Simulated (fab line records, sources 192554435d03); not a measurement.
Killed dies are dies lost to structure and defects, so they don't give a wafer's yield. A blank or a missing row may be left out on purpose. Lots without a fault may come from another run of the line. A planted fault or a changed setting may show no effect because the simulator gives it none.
fab line records | flow n5_finfet
record lots=11 wafers=32 last_day=16
route steps=1938 shown PMOS_HMC_CHANNEL_EPI@68 FIN_SAQP@94
lots that met no fault: from a run of the same line without faults
start_h: hours from the record's first day to the start of the lot's first wafer shown | wait_h: hours since the lot's step before | " the same as in the row above | L1.1+2: a row that stands for several wafers | - no value, or no start given | * or withheld: withheld | < > ~ a bound
route shown NAME@n: a module of which the file shows steps, and the number in the route of the first | usual: mean/standard deviation of fault-free wafers | same: alike in all rows | chamber/n: place in a boat | sites: the reading at each site | _std_site: their standard deviation | _edge_site: outer sites' mean less inner sites' | radius_mm: how far each site lies from the wafer's centre | mask NAME#n: copy n | behind: the tool/chamber that last shaped the wafer | hold: why the lot was held/for how many hours/how that ended | device: the transistor (n, p or np) that didn't switch | end of line: the same wafers' tests at the end of the route | a step without rows: its recipe alone | killed: dies lost to structure and defects at the first sort, not the wafer's yield | map: a wafer's dies, x killed, . not, _ none there
set.NAME: the setting as run; set.NAME@STEP: as run at that earlier step | model.NAME: the simulator's own value behind a step, which no gauge read
steps of the route over a sample of lots; a table a step, a row a wafer
services: from which hour (start_h, from the record's first day; less than 0 if before it) a tool's chamber was out of use, for how many hours, and why
## steps
# step N5_PMOS_HMC_CHANNEL_EPI_DESCUM_14
# recipe chemistry=O2 time_s=7.9 source_power_w=50 bias_power_w=20 pressure_mtorr=20 rf_frequency_hz=2.712e+07 temp_c=40 resist=CAR-ArF-block o2_flow_sccm=225
# usual chamber_pressure_mTorr=20.003/0.019 drypump_motor_current_A=5.6/0.38 oes_product_au=0.77/0.091 rf_fwd_power_W=49.26/0.25 rf_vpp_V=243.9/1.2 showerhead_plenum_p_Torr=2.14/0.044 throttle_valve_pct=20.34/0.26
# columns lot.wafer tool chamber start_h wait_h chamber_pressure_mTorr drypump_motor_current_A oes_product_au rf_fwd_power_W rf_hours_counter_h rf_vpp_V showerhead_plenum_p_Torr throttle_valve_pct
L540.3 rie_diel-05 2 17.79 0.0 20.025 5.7 0.69 49.02 226 243.9 2.14 20.38
L540.4 " 3 " " 20.011 5.8 0.73 49.04 206 244.3 2.15 20.00
L540.5 " 0 " " 19.992 5.0 0.75 49.37 - 244.1 2.18 20.30
L541.1 rie_diel-05 0 24.13 0.3 20.016 5.0 0.74 49.19 166 244.4 2.18 20.30
L541.2 " 1 " " 19.966 5.6 0.67 49.37 250 243.7 2.15 20.57
L541.3 " 3 " " 20.003 5.8 0.73 49.26 208 243.5 2.15 20.02
L542.2 rie_diel-01 2 29.60 0.0 19.985 5.8 0.69 49.46 249 243.4 2.09 21.13
L542.3 " 0 " " 19.987 5.6 0.71 49.34 189 241.6 2.07 20.41
L542.6 " 2 " " 20.033 5.8 0.70 49.23 - 243.0 2.09 21.13
L546.2 rie_diel-04 2 52.97 0.0 20.029 6.0 0.70 49.64 218 244.9 2.16 20.71
L546.4 " 0 " " 20.016 5.4 0.78 49.73 - 244.1 2.16 20.20
L546.6 " 2 " " 19.995 6.0 0.70 49.48 - 244.7 2.16 20.72
L548.2 rie_diel-04 0 65.83 0.0 20.030 5.4 0.79 49.65 133 245.8 2.16 20.22
L548.3 " 3 " " 20.013 6.1 0.87 49.31 77 242.1 2.14 20.07
L548.6 " 2 " " 20.032 6.0 0.70 49.49 - 242.6 2.16 20.72
L550.1 rie_diel-05 1 77.97 0.0 20.025 5.6 0.95 49.30 9 244.1 2.15 20.19
L550.6 " 1 " " 20.012 5.6 0.95 49.34 - 244.4 2.15 20.18
L551.2 rie_diel-04 3 83.49 0.3 20.015 6.1 0.87 49.09 81 242.4 2.14 20.09
L551.3 " 0 " " 20.023 5.4 0.77 49.88 138 245.9 2.16 20.24
L551.6 " 1 " " 19.991 4.9 0.78 49.23 - 244.7 2.17 20.01
L553.1 rie_diel-01 1 96.43 0.3 19.990 5.7 0.90 48.87 32 245.3 2.23 20.43
L553.2 " 2 " " 20.038 5.8 0.94 49.65 13 243.7 2.09 20.74
L553.3 " 0 " " 20.031 5.6 0.70 49.30 212 242.2 2.06 20.42
L554.1 rie_diel-05 1 101.62 0.1 19.966 5.6 0.93 49.32 17 243.8 2.14 20.21
L554.4 " 0 " " 20.020 5.0 0.73 49.38 - 244.2 2.17 20.32
L554.5 " 3 " " 20.022 5.8 0.71 49.06 - 243.7 2.14 20.05
L560.2 rie_diel-04 3 137.47 0.3 19.988 6.1 0.84 49.21 98 242.0 2.13 20.11
L560.4 " 3 " " 20.026 6.1 0.85 49.06 - 243.3 2.13 20.12
L560.6 " 1 " " 19.956 5.0 0.77 48.97 - 243.2 2.16 20.04
L561.1 rie_diel-01 1 144.15 0.2 19.989 5.7 0.87 49.15 47 244.7 2.23 20.46
L561.2 " 2 " " 19.977 5.8 0.90 49.25 26 242.6 2.08 20.76
L561.4 " 3 " " 20.016 6.2 0.66 49.26 249 243.1 2.06 20.34
# step N5_PMOS_HMC_CHANNEL_EPI_ETCH_32
# recipe chemistry=N2/H2 target=BARC stop_on=SiO2 target_depth_a=858 over_etch_frac=0.3 time_s=50.3 ion_energy_ev=200 mask_material=CAR-ArF-block pressure_mtorr=30 source_w=840 bias_w=150 n2_flow_sccm=200 h2_flow_sccm=200
# usual chamber_pressure_mTorr=29.999/0.029 drypump_motor_current_A=5.6/0.38 oes_product_au=0.66/0.072 rf_fwd_power_W=829/3.6 rf_vpp_V=525.5/1.8 showerhead_plenum_p_Torr=2.60/0.064 throttle_valve_pct=17.76/0.24
# columns lot.wafer tool chamber start_h wait_h chamber_pressure_mTorr drypump_motor_current_A oes_product_au rf_fwd_power_W rf_hours_counter_h rf_vpp_V showerhead_plenum_p_Torr throttle_valve_pct
L540.3 rie_diel-05 2 17.83 0.0 30.060 5.7 0.60 829 226 524.6 2.60 17.90
L540.4 " 3 " " 30.020 5.8 0.63 818 206 525.6 2.60 17.41
L540.5 " 0 " " 30.009 5.0 0.64 831 - 525.2 2.64 17.71
L541.1 rie_diel-05 0 24.16 0.0 30.008 5.0 0.64 833 166 525.7 2.64 17.72
L541.2 " 1 " " 29.954 5.6 0.58 831 250 524.6 2.61 18.08
L541.3 " 3 " " 30.005 5.8 0.63 826 208 526.1 2.60 17.40
L542.2 rie_diel-01 2 29.64 0.0 29.951 5.8 0.60 833 249 522.0 2.50 18.30
L542.3 " 0 " " 29.961 5.6 0.62 827 189 523.6 2.51 17.70
L542.6 " 2 " " 30.084 5.8 0.59 834 - 521.9 2.50 18.29
L546.2 rie_diel-04 2 53.00 0.0 29.982 6.0 0.59 830 218 526.9 2.60 18.07
L546.4 " 0 " " 29.988 5.5 0.67 838 - 527.9 2.65 17.67
L546.6 " 2 " " 29.978 6.0 0.60 830 - 526.4 2.60 18.06
L548.2 rie_diel-04 0 65.86 0.0 29.971 5.4 0.66 837 133 526.7 2.65 17.69
L548.3 " 3 " " 29.986 6.1 0.71 833 77 525.8 2.55 17.15
L548.6 " 2 " " 30.040 6.0 0.59 832 - 526.1 2.60 18.06
L550.1 rie_diel-05 1 78.00 0.0 29.982 5.6 0.80 829 9 527.0 2.60 17.67
L550.6 " 1 " " 29.977 5.6 0.80 830 - 525.3 2.60 17.65
L551.2 rie_diel-04 3 83.52 0.0 29.983 6.1 0.71 831 81 524.4 2.55 17.16
L551.3 " 0 " " 30.016 5.4 0.65 834 138 527.8 2.64 17.69
L551.6 " 1 " " 30.012 5.0 0.66 828 - 526.6 2.68 17.69
L553.1 rie_diel-01 1 96.46 0.0 30.014 5.7 0.76 824 32 529.5 2.71 17.90
L553.2 " 2 " " 30.004 5.8 0.79 831 13 522.5 2.49 17.84
L553.3 " 0 " " 29.946 5.6 0.60 828 212 524.1 2.50 17.76
L554.1 rie_diel-05 1 101.66 0.0 30.009 5.6 0.79 831 17 526.6 2.60 17.67
L554.4 " 0 " " 30.006 5.0 0.62 828 - 527.3 2.63 17.75
L554.5 " 3 " " 30.014 5.8 0.61 826 - 525.0 2.59 17.46
L560.2 rie_diel-04 3 137.50 0.0 29.962 6.1 0.70 829 98 524.8 2.54 17.21
L560.4 " 3 " " 29.997 6.1 0.70 833 - 524.6 2.54 17.21
L560.6 " 1 " " 30.003 5.0 0.65 830 - 528.2 2.67 17.73
L561.1 rie_diel-01 1 144.18 0.0 30.008 5.8 0.74 829 47 528.8 2.70 17.94
L561.2 " 2 " " 29.991 5.8 0.77 833 27 522.8 2.48 17.89
L561.4 " 3 " " 29.992 6.2 0.59 832 249 523.3 2.51 17.93
# step N5_FIN_SAQP_ALD_61
# recipe material=SiO2 target_thk_a=40 temp_c=300 ald_precursor_family=BDEAS ald_co_reactant=O2-plasma pulse_time_s=1 purge_time_s=2 co_reactant_purge_time_s=2 ald_cycles=43 pressure_torr=2
# usual ald_cycles=43/0 heater_power_w=476/49 precursor_pulse_height_rel=1.002/0.019
# columns lot.wafer tool chamber start_h wait_h ald_cycles heater_power_w precursor_pulse_height_rel
L540.3 ald_sin-04 0 21.06 0.4 43 453 1.015
L540.4 " 1 " " 43 459 0.969
L540.5 " 1 " " 43 462 1.023
L541.1 ald_sin-02 0 27.31 0.0 43 489 0.978
L541.2 " 3 " " 43 595 1.008
L541.3 " 1 " " 43 406 1.006
L542.2 ald_sin-03 0 33.40 0.0 43 469 1.010
L542.3 " 2 " " 43 462 1.012
L542.6 " 2 " " 43 454 0.982
L546.2 ald_sin-02 2 57.26 0.5 43 528 0.999
L546.4 " 2 " " 43 521 1.013
L546.6 " 3 " " 43 593 0.983
L548.2 ald_sin-02 2 69.47 0.7 43 529 0.992
L548.3 " 1 " " 43 422 0.984
L548.6 " 1 " " 43 418 0.983
L550.1 ald_sin-04 1 82.57 1.7 43 463 0.982
L550.6 " 0 " " 43 455 0.969
L551.2 ald_sin-03 3 87.15 0.8 43 501 0.969
L551.3 " 2 " " 43 442 1.016
L551.6 " 0 " " 43 476 1.007
L553.1 ald_sin-04 3 101.96 0.0 43 451 1.004
L553.2 " 1 " " 54 452 1.016
L553.3 " 2 " " 43 489 1.043
L554.1 ald_sin-04 3 105.93 1.4 43 448 0.970
L554.4 " 2 " " 43 490 1.009
L554.5 " 1 " " 54 464 1.013
L560.2 ald_sin-02 2 140.35 0.0 43 502 1.027
L560.4 " 1 " " 43 400 1.032
L560.6 " 1 " " 43 417 1.040
L561.1 ald_sin-03 3 147.57 0.0 43 503 1.002
L561.2 " 0 " " 43 460 0.995
L561.4 " 2 " " 43 461 0.992
# step N5_FIN_SAQP_PECVD_48
# recipe material=SiNx target_thk_a=250 temp_c=400 precursor=SiH4/NH3/N2 pressure_torr=1.5 rf_w=300 time_s=22.1
# usual heater_power_w=766/95 rf_fwd_power_W=296.3/1.4 showerhead_plenum_p_Torr=5.19/0.05 throttle_valve_pct=40.9/2
# columns lot.wafer tool chamber start_h wait_h heater_power_w rf_fwd_power_W showerhead_plenum_p_Torr throttle_valve_pct
L540.3 pecvd-03 1 21.64 0.0 600 296.8 5.20 43.4
L540.4 " 1 " " 602 296.6 5.21 43.4
L540.5 " 0 " " 874 295.7 5.12 38.6
L541.1 pecvd-04 2 27.99 0.0 810 298.7 5.20 36.6
L541.2 " 0 " " 890 298.0 5.19 39.3
L541.3 " 1 " " 702 294.6 5.20 41.8
L542.2 pecvd-04 2 34.10 0.0 829 296.0 5.19 36.9
L542.3 " 0 " " 782 299.4 5.19 39.3
L542.6 " 2 " " 852 296.9 5.20 36.8
L546.2 pecvd-04 0 57.88 0.0 939 297.1 5.21 39.4
L546.4 " 0 " " 933 299.1 5.19 39.6
L546.6 " 0 " " 920 296.9 5.18 39.4
L548.2 pecvd-04 2 70.23 0.0 825 297.0 5.20 36.8
L548.3 " 1 " " 698 295.7 5.20 42.0
L548.6 " 0 " " 835 298.7 5.18 39.4
L550.1 pecvd-04 0 83.15 0.0 909 298.6 5.17 39.7
L550.6 " 0 " " 930 298.1 5.18 39.5
L551.2 pecvd-01 0 87.73 0.0 933 296.8 5.29 44.0
L551.3 " 2 " " 698 295.7 5.21 41.6
L551.6 " 1 " " 767 295.0 5.19 39.9
L553.1 pecvd-03 0 102.61 0.0 889 297.5 5.13 39.3
L553.2 " 1 " " 615 296.5 5.20 43.6
L553.3 " 2 " " 757 295.6 5.13 40.7
L554.1 pecvd-03 0 106.54 0.0 817 296.4 5.13 39.0
L554.4 " 1 " " 707 297.8 5.19 43.3
L554.5 " 0 " " 802 294.6 5.13 39.1
L560.2 pecvd-01 1 141.08 0.0 753 293.7 5.22 40.2
L560.4 " 0 " " 864 296.3 5.29 43.6
L560.6 " 1 " " 753 293.2 5.21 40.1
L561.1 pecvd-03 0 148.15 0.0 899 295.7 5.14 39.3
L561.2 " 2 " " 651 297.2 5.14 40.6
L561.4 " 1 " " 673 297.6 5.20 43.5
## services
# columns tool chamber start_h hours kind
ald_sin-03 0 -5.63 9.4 repair
ald_sin-04 1 1.94 3.7 repair
rie_diel-05 1 25.35 - clean
rie_diel-05 1 25.35 - consumable_replace:focus_ring
rie_diel-05 1 25.35 22.3 scheduled_down
rie_diel-05 1 25.35 22.3 vent_cycle
ald_sin-02 0 35.63 3.5 repair
ald_sin-02 1 37.15 4.9 repair
rie_diel-05 - 42.56 2.8 pm
rie_diel-04 3 44.36 6.6 repair
rie_diel-05 0 48.06 8.5 repair
pecvd-01 2 49.70 14.9 repair
rie_diel-04 3 51.82 4.5 repair
ald_sin-02 0 53.79 8.8 repair
pecvd-04 2 56.57 5.3 repair
rie_diel-01 2 78.79 3.0 repair
pecvd-04 - 85.71 0.6 repair
ald_sin-02 - 87.00 14.0 pm
rie_diel-01 - 100.88 0.9 repair
ald_sin-03 2 111.45 3.5 repair
ald_sin-04 3 118.43 18.7 repair
rie_diel-04 0 135.51 2.6 repair
rie_diel-04 2 137.67 9.0 repair
pecvd-04 - 148.13 1.1 repair
## key
first_sign step=N5_FIN_SAQP_ALD_61 reading=ald_cycles direction=up sigmas=99+ usual=* struck=*
effect none on later readings
met_at N5_FIN_SAQP_ALD_61
struck_lots L553,L554
struck_wafers L553.2,L554.5
tester_left_out L553,L554
not_acting_at N5_PMOS_HMC_CHANNEL_EPI_DESCUM_14,N5_PMOS_HMC_CHANNEL_EPI_ETCH_32,N5_FIN_SAQP_PECVD_48
onset_between 82.57 101.96
fault kind=process_parameter_drift tool=ald_sin-04 chamber=1 onset_h=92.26 steps=N5_FIN_SAQP_ALD_61 channel=ald_cycles offset=* shape=step end_h=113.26 acts_in=* stated=*
# tester_left_out: of these lots the tester's yield and bins aren't shown, on N5 and GAA mostly nor the transistor test; their killed dies are dies lost to structure and defects alone, not to doping, threshold or leakage, so they don't give the yield
